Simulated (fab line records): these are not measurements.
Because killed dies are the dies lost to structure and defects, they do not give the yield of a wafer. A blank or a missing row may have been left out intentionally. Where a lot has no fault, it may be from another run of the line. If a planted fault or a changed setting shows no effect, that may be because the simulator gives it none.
Struck lot and sound lot, side by side :: flow n5 finfet :: 28 out of 1938 route steps
Sound: these wafers, L100.4, L100.5, L100.6. Wafers L102.2, L102.3, L102.5 were the ones struck. Last of all comes the cause.
Per side, at each step with rows, come the tool, then ch with its chambers, and then its first start. Under that, the readings that differ: sound wafers :: struck wafers :: difference of the means :: sigmas: that difference in standard deviations of wafers without a fault.
alike: same words and numbers on both sides, and readings whose means sit less than 2 such deviations apart. not compared: any withheld reading, any reading some wafer has no value for, any bound like >300 that may hide the same value, and any number with overlapping values for which the record gives no deviation.
A row with sigmas, a row that says differs or no value, or rows on one side alone: a step with any of these is where the two part. Numbers that have no deviation but don't overlap get no sigmas and don't part them. A reading missing from all wafers of one side parts the sides only when that side holds two or more wafers.

first, 10 steps without rows for these wafers: N5_SD_EPI_P_DESCUM_14 (chemistry O2, time 7.9 s); N5_SD_EPI_P_ETCH_36 (etches SiARC in CF4, target depth 45.5 nm, time 75.8 s); N5_SD_EPI_P_ETCH_37 (etches SOC in N2/H2, overetch 108 nm, time 486 s); N5_SD_EPI_P_STRIP_38 (strips in N2/H2); N5_SD_EPI_P_ETCHBACK_46 (etches SiNx in CH3F/O2, stops on SiO2, target depth 17.5 nm); N5_SD_EPI_P_ETCH_47 (etches SiOCN in CH3F/O2, target depth 25 nm); N5_SD_EPI_P_ETCH_16 (etches SiO2 in CHF3/O2, target depth 5 nm); N5_SD_EPI_P_STRIP_50 (strips in CHF3/O2); N5_SD_EPI_P_SD_RECESS_17 (chemistry HBr/Cl2/O2, target depth 39.1 nm, bt time 3 s); N5_SD_EPI_P_WET_ETCH_45 (etches SiO2 in dHF, time 10.7 s, target depth 2 nm, rinse time 30 s).
N5_SD_EPI_P_STRIP_40: strips in N2/H2.
  sound on plasma asher-01 ch 0,1, day 7 15:23; struck on plasma asher-02 ch 1, day 7 20:53
  alike: drypump motor current A, heater power w, oes product au
  not compared: rf hours counter h
then, 11 steps without rows for these wafers: N5_SD_EPI_P_PRECLEAN_52 (cleans in O3/DIW, time 60 s); N5_SD_EPI_P_SRD_20 (time 30 s); N5_SD_EPI_P_PRECLEAN_51 (cleans in NF3:NH3, afs cycles 1, time 20 s, sublimation time 60 s); N5_SD_EPI_P_VAPOR_ETCH_44 (etches SiGe30 in NF3/Ar, time 3.3 s); N5_SD_EPI_P_EPI_21 (deposits SiGe:B, time 355 s); N5_SD_EPI_P_HM_STRIP_48 (strips SiNx in H3PO4, material SiNx, target depth 3 nm); N5_SD_EPI_P_SRD_49 (time 30 s); N5_SD_EPI_P_PRECLEAN_24 (cleans in O3/DIW, time 45 s); N5_SD_EPI_P_PRECLEAN_32 (cleans in dHF, time 10 s); N5_SD_EPI_P_PRECLEAN_33 (cleans in SC2, time 45 s); N5_SD_EPI_P_SRD_25 (time 30 s).
N5_SD_EPI_P_INSPECT_26: inspects for defects (darkfield).
  sound on defect inspect-02 at day 7 18:15; struck on defect inspect-01 at day 7 23:47
reading: raw defect count
sound: 178 170 176
struck: 578 593 583
difference: +410
sigmas: +12
then, 2 steps without rows for these wafers: N5_SD_ACTIVATION_RTA_00 (time 0 s); N5_SD_ACTIVATION_LSA_01 (time 0.0008 s).
N5_SD_ACTIVATION_INSPECT_02: inspects for defects (darkfield).
  sound on defect inspect-02 at day 7 19:01; struck on defect inspect-02 at day 8 00:38
reading: raw defect count
sound: 188 170 172
struck: 597 620 591
difference: +426
sigmas: +13
then, 1 step without rows for these wafers: N5_ILD0_LINER_00 (material SiNx, target thk 4 nm, pulse time 1 s, purge time 2 s).
-- the record jumps here: 10 days lie between the struck wafers' starts before and after (it left off in module ILD0 and takes up again in module PASSIVATION, whose first step shown is number 1936 of the route) --
N5_PASSIVATION_PROBE_49:
  sound on prober-01 at day 16 19:58; struck on prober-01 at day 17 12:45
reading: killed at front end
sound: 32 26 43
struck: 92 91 85
difference: +56
sigmas: +5

reading: killed dies
sound: 91 101 125
struck: 141 168 163
difference: +52
sigmas: +3

reading: killed on rim
sound: 10 14 15
struck: 28 33 34
difference: +19
sigmas: +5
  alike: killed_at_M0_to_M3, killed_at_M4_up, killed at contacts, killed at other, killed open, killed short

WHERE THEY PART
Earliest at N5_SD_EPI_P_INSPECT_26; latest, in this record, at N5_PASSIVATION_PROBE_49.

WHY: the cause the simulator had injected
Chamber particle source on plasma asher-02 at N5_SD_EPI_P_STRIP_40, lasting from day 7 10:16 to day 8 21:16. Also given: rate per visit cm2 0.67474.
